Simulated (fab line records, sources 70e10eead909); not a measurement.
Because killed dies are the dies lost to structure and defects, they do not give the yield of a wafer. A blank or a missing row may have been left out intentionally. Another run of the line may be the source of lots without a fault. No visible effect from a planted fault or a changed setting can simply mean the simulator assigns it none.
Tool commonality check + flow nand harc + Lots sampled 14, wafers sampled 46

REASON FOR OPENING
Flagged at NHARC_A_SOURCE_PLATE_INSPECT_08: reading raw defect count, on 2 of 14 lots. Fault-free wafers read 58, with a standard deviation of 23.
Rule: a lot is flagged in two cases, either no wafer of it has a number, or all its wafers with numbers fall more than 4 standard deviations from that mean. All remaining lots are regarded as sound.

| lot  | measured     | on                | raw defect count, wafer by wafer | flag    |
|------|--------------|-------------------|----------------------------------|---------|
| L272 | day 8 02:04  | defect inspect-02 | 77 48 130                        |         |
| L273 | day 8 02:04  | defect inspect-01 | 65 49 55                         |         |
| L274 | day 8 11:47  | defect inspect-01 | 58 57 58                         |         |
| L275 | day 9 04:45  | defect inspect-01 | 34 43 50                         |         |
| L277 | day 9 14:27  | defect inspect-01 | 41 34 45                         |         |
| L276 | day 9 14:27  | defect inspect-02 | 37 56 69                         |         |
| L282 | day 11 22:54 | defect inspect-02 | 614 609 631 634 603 633          | FLAGGED |
| L285 | day 13 04:57 | defect inspect-02 | 673 630 671 625                  | FLAGGED |
| L288 | day 14 08:55 | defect inspect-02 | 119 105 93                       |         |
| L291 | day 15 10:49 | defect inspect-02 | 49 64 89                         |         |
| L292 | day 15 22:01 | defect inspect-01 | 62 67 32                         |         |
| L293 | day 16 13:53 | defect inspect-02 | 21 35 33                         |         |
| L294 | day 16 13:53 | defect inspect-01 | 32 17 51                         |         |
| L295 | day 17 04:15 | defect inspect-02 | 89 67 48                         |         |
The mean of the flagged lots' numbers is 632, +574 from the usual (+25 standard deviations).

WHICH TOOL RAN EACH LOT
The record keeps 1 process step preceding the reading, out of 1302 steps on the route. Every cell lists first the tool, next ch and the chambers used by the sampled wafers, and last the start.
| lot  | flag    | NHARC_A_SOURCE_PLATE_PVD_04  |
|------|---------|------------------------------|
| L272 |         | pvd sputter-03, day 7 12:36  |
| L273 |         | pvd sputter-02, day 7 12:36  |
| L274 |         | pvd sputter-02, day 7 22:32  |
| L275 |         | pvd sputter-01, day 8 13:35  |
| L277 |         | pvd sputter-03, day 9 01:52  |
| L276 |         | pvd sputter-01, day 9 01:52  |
| L282 | FLAGGED | pvd sputter-03, day 11 07:54 |
| L285 | FLAGGED | pvd sputter-03, day 12 15:48 |
| L288 |         | pvd sputter-02, day 13 18:07 |
| L291 |         | pvd sputter-02, day 14 21:43 |
| L292 |         | pvd sputter-03, day 15 09:36 |
| L293 |         | pvd sputter-01, day 16 00:49 |
| L294 |         | pvd sputter-02, day 16 00:49 |
| L295 |         | pvd sputter-01, day 16 13:02 |
What is done by these steps:
- NHARC_A_SOURCE_PLATE_PVD_04: deposits WSi2, target thk 50 nm.
- NHARC_A_SOURCE_PLATE_INSPECT_08

FLAGGED AGAINST TOTAL, ONE TOOL AT A TIME (gauges that did the reading follow at the end)
| step                            | tool              | lots run | flagged | share of the flagged lots | sound lots run after its first flagged lot |
|---------------------------------|-------------------|----------|---------|---------------------------|--------------------------------------------|
| NHARC_A_SOURCE_PLATE_PVD_04     | pvd sputter-01    | 4        | 0       | none                      | -                                          |
| NHARC_A_SOURCE_PLATE_PVD_04     | pvd sputter-02    | 5        | 0       | none                      | -                                          |
| NHARC_A_SOURCE_PLATE_PVD_04     | pvd sputter-03    | 5        | 2       | all                       | 1 (L292)                                   |
| NHARC_A_SOURCE_PLATE_INSPECT_08 | defect inspect-01 | 6        | 0       | none                      | -                                          |
| NHARC_A_SOURCE_PLATE_INSPECT_08 | defect inspect-02 | 8        | 2       | all                       | 4 (L288,L291,L293,L295)                    |

WHAT IS ALLOWED BY THE TABLE
Rows of the table that ran all the flagged lots, 2 in number: pvd sputter-03 at NHARC_A_SOURCE_PLATE_PVD_04; defect inspect-02 at NHARC_A_SOURCE_PLATE_INSPECT_08.
- pvd sputter-03 at NHARC_A_SOURCE_PLATE_PVD_04 ran 5 lots, 2 of them flagged. Sound lots followed the first flagged one (L292) on it, something a lasting fault affecting the whole tool could not allow.
- defect inspect-02 at NHARC_A_SOURCE_PLATE_INSPECT_08 ran 8 lots, 2 of them flagged. Sound lots followed the first flagged one (L288, L291, L293, L295) on it, something a lasting fault affecting the whole tool could not allow.
No row of the table ran every flagged lot and no sound lot after the first.

WHAT HAD BEEN PUT IN BY THE SIMULATOR
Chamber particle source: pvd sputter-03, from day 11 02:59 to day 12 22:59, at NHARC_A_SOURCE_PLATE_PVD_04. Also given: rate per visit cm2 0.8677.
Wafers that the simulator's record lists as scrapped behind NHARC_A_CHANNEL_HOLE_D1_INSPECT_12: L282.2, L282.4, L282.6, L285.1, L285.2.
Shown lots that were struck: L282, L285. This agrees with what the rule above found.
